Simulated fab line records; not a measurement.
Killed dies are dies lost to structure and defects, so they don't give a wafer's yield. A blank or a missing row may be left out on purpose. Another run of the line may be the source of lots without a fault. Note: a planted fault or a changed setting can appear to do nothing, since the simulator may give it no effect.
Lot-split experiment || flow n5 finfet || on a route of 1938 steps: 7 lots, 21 wafers read

## THE SPLIT ITSELF
At N5_BEOL_M9_HM_DEP_02 (deposits TiN, target thk 20 nm), the setting target thk a was moved away from the recipe's 200 angstrom on 7 of the 21 wafers read, by -9.2% to +7.6%. The other wafers ran this setting at the recipe's value.

The split's own step is where the reading is taken.

## THE READING
TiN_of_BEOL_M9_HM_DEP_02.thk nm (the simulator's own value, which no gauge read), in nm, at N5_BEOL_M9_HM_DEP_02 (deposits TiN, target thk 20 nm). The file does not state a usual value for it. Average 20.1 nm, standard deviation 0.21 nm, over the 14 wafers here run with the recipe.

{"wafer": "L075.3", "tool, chamber at the split": "pvd sputter-02, -", "target thk a as run, angstrom": 200, "against the recipe": "recipe", "TiN_of_BEOL_M9_HM_DEP_02.thk nm, nm": 19.8, "against lot-mates on the recipe": "-"}
{"wafer": "L075.4", "tool, chamber at the split": "pvd sputter-02, -", "target thk a as run, angstrom": 200, "against the recipe": "recipe", "TiN_of_BEOL_M9_HM_DEP_02.thk nm, nm": 19.8, "against lot-mates on the recipe": "-"}
{"wafer": "L075.5", "tool, chamber at the split": "pvd sputter-02, -", "target thk a as run, angstrom": 200, "against the recipe": "recipe", "TiN_of_BEOL_M9_HM_DEP_02.thk nm, nm": 20, "against lot-mates on the recipe": "-"}
{"wafer": "L074.1", "tool, chamber at the split": "pvd sputter-03, -", "target thk a as run, angstrom": 200, "against the recipe": "recipe", "TiN_of_BEOL_M9_HM_DEP_02.thk nm, nm": 20.4, "against lot-mates on the recipe": "-"}
{"wafer": "L074.3", "tool, chamber at the split": "pvd sputter-03, -", "target thk a as run, angstrom": 189.5, "against the recipe": "-5.2%", "TiN_of_BEOL_M9_HM_DEP_02.thk nm, nm": 19.2, "against lot-mates on the recipe": -1.2}
{"wafer": "L074.5", "tool, chamber at the split": "pvd sputter-03, -", "target thk a as run, angstrom": 189.5, "against the recipe": "-5.2%", "TiN_of_BEOL_M9_HM_DEP_02.thk nm, nm": 19.4, "against lot-mates on the recipe": -1.0}
{"wafer": "L082.2", "tool, chamber at the split": "pvd sputter-03, -", "target thk a as run, angstrom": 183.7, "against the recipe": "-8.2%", "TiN_of_BEOL_M9_HM_DEP_02.thk nm, nm": 18.6, "against lot-mates on the recipe": -1.6}
{"wafer": "L082.3", "tool, chamber at the split": "pvd sputter-03, -", "target thk a as run, angstrom": 183.7, "against the recipe": "-8.2%", "TiN_of_BEOL_M9_HM_DEP_02.thk nm, nm": 18.4, "against lot-mates on the recipe": -1.8}
{"wafer": "L082.4", "tool, chamber at the split": "pvd sputter-03, -", "target thk a as run, angstrom": 200, "against the recipe": "recipe", "TiN_of_BEOL_M9_HM_DEP_02.thk nm, nm": 20.2, "against lot-mates on the recipe": "-"}
{"wafer": "L090.2", "tool, chamber at the split": "pvd sputter-01, -", "target thk a as run, angstrom": 215.2, "against the recipe": "+7.6%", "TiN_of_BEOL_M9_HM_DEP_02.thk nm, nm": 21.6, "against lot-mates on the recipe": "+1.7"}
{"wafer": "L090.3", "tool, chamber at the split": "pvd sputter-01, -", "target thk a as run, angstrom": 200, "against the recipe": "recipe", "TiN_of_BEOL_M9_HM_DEP_02.thk nm, nm": 20, "against lot-mates on the recipe": "-"}
{"wafer": "L090.4", "tool, chamber at the split": "pvd sputter-01, -", "target thk a as run, angstrom": 200, "against the recipe": "recipe", "TiN_of_BEOL_M9_HM_DEP_02.thk nm, nm": 19.8, "against lot-mates on the recipe": "-"}
{"wafer": "L087.1", "tool, chamber at the split": "pvd sputter-03, -", "target thk a as run, angstrom": 200, "against the recipe": "recipe", "TiN_of_BEOL_M9_HM_DEP_02.thk nm, nm": 19.8, "against lot-mates on the recipe": "-"}
{"wafer": "L087.4", "tool, chamber at the split": "pvd sputter-03, -", "target thk a as run, angstrom": 200, "against the recipe": "recipe", "TiN_of_BEOL_M9_HM_DEP_02.thk nm, nm": 20, "against lot-mates on the recipe": "-"}
{"wafer": "L087.5", "tool, chamber at the split": "pvd sputter-03, -", "target thk a as run, angstrom": 200, "against the recipe": "recipe", "TiN_of_BEOL_M9_HM_DEP_02.thk nm, nm": 20, "against lot-mates on the recipe": "-"}
{"wafer": "L094.3", "tool, chamber at the split": "pvd sputter-02, -", "target thk a as run, angstrom": 200, "against the recipe": "recipe", "TiN_of_BEOL_M9_HM_DEP_02.thk nm, nm": 20.2, "against lot-mates on the recipe": "-"}
{"wafer": "L094.4", "tool, chamber at the split": "pvd sputter-02, -", "target thk a as run, angstrom": 200, "against the recipe": "recipe", "TiN_of_BEOL_M9_HM_DEP_02.thk nm, nm": 20.2, "against lot-mates on the recipe": "-"}
{"wafer": "L094.5", "tool, chamber at the split": "pvd sputter-02, -", "target thk a as run, angstrom": 200, "against the recipe": "recipe", "TiN_of_BEOL_M9_HM_DEP_02.thk nm, nm": 20.4, "against lot-mates on the recipe": "-"}
{"wafer": "L097.1", "tool, chamber at the split": "pvd sputter-03, -", "target thk a as run, angstrom": 181.6, "against the recipe": "-9.2%", "TiN_of_BEOL_M9_HM_DEP_02.thk nm, nm": 18.4, "against lot-mates on the recipe": -1.8}
{"wafer": "L097.4", "tool, chamber at the split": "pvd sputter-03, -", "target thk a as run, angstrom": 181.6, "against the recipe": "-9.2%", "TiN_of_BEOL_M9_HM_DEP_02.thk nm, nm": 18.4, "against lot-mates on the recipe": -1.8}
{"wafer": "L097.2", "tool, chamber at the split": "pvd sputter-03, -", "target thk a as run, angstrom": 200, "against the recipe": "recipe", "TiN_of_BEOL_M9_HM_DEP_02.thk nm, nm": 20.2, "against lot-mates on the recipe": "-"}

THE FIT
A straight line over all 21 wafers: TiN_of_BEOL_M9_HM_DEP_02.thk nm changes by +0.184 nm for each +1% of target thk a; r = +0.97; the points scatter about the line by 0.2 nm.
The same after taking each lot's own level away (the mean of its wafers on the recipe; 21 wafers): +0.207 nm for each +1%; r = +0.99; scatter 0.096 nm.
That fit puts the effect of the largest move of target thk a on the reading at 1.9 nm.
Measured against the standard deviation above, the lots' own levels, which go from 19.87 to 20.40 nm, span 2.6 times it.
So the lot-to-lot level changes the slope: the two fits differ.
Check: -1.91 nm against its lot-mates is what the line predicts for one of the wafers moved furthest among these (-9.2%) when that wafer is left out of the fit. It came out at -1.8 nm against them.

## OTHER SPLITS ON THESE WAFERS
Other splits were also applied to these wafers ahead of the reading. Each is held against what the fit with the lots' levels taken away leaves over:
{"other split on the same wafers": "N5_BEOL_M3_EXPOSE_08 dose mj", "wafers away from the commonest value": 5, "r with TiN_of_BEOL_M9_HM_DEP_02.thk nm (lot level and that fit taken away)": -0.08}
{"other split on the same wafers": "N5_BEOL_M3_SPUTTER_81 time s", "wafers away from the commonest value": 9, "r with TiN_of_BEOL_M9_HM_DEP_02.thk nm (lot level and that fit taken away)": -0.01}
{"other split on the same wafers": "N5_BEOL_M4_DESCUM_16 time s", "wafers away from the commonest value": 8, "r with TiN_of_BEOL_M9_HM_DEP_02.thk nm (lot level and that fit taken away)": -0.16}
{"other split on the same wafers": "N5_BEOL_M4_COAT_76 spin rpm", "wafers away from the commonest value": 4, "r with TiN_of_BEOL_M9_HM_DEP_02.thk nm (lot level and that fit taken away)": "+0.03"}
{"other split on the same wafers": "N5_BEOL_M6_COAT_64 spin rpm", "wafers away from the commonest value": 6, "r with TiN_of_BEOL_M9_HM_DEP_02.thk nm (lot level and that fit taken away)": -0.19}
{"other split on the same wafers": "N5_BEOL_M7_ILD_DEP_00 time s", "wafers away from the commonest value": 8, "r with TiN_of_BEOL_M9_HM_DEP_02.thk nm (lot level and that fit taken away)": "+0.22"}
{"other split on the same wafers": "N5_BEOL_M7_PECVD_70 temp c", "wafers away from the commonest value": 6, "r with TiN_of_BEOL_M9_HM_DEP_02.thk nm (lot level and that fit taken away)": -0.05}
{"other split on the same wafers": "N5_BEOL_M8_DESCUM_16 time s", "wafers away from the commonest value": 7, "r with TiN_of_BEOL_M9_HM_DEP_02.thk nm (lot level and that fit taken away)": "+0.15"}
{"other split on the same wafers": "N5_BEOL_M8_COAT_22 spin rpm", "wafers away from the commonest value": 7, "r with TiN_of_BEOL_M9_HM_DEP_02.thk nm (lot level and that fit taken away)": "+0.06"}

## FILE'S OWN FIT
TiN_of_BEOL_M9_HM_DEP_02.thk nm changes by +0.208 nm for each +1% of target thk a, r = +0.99.
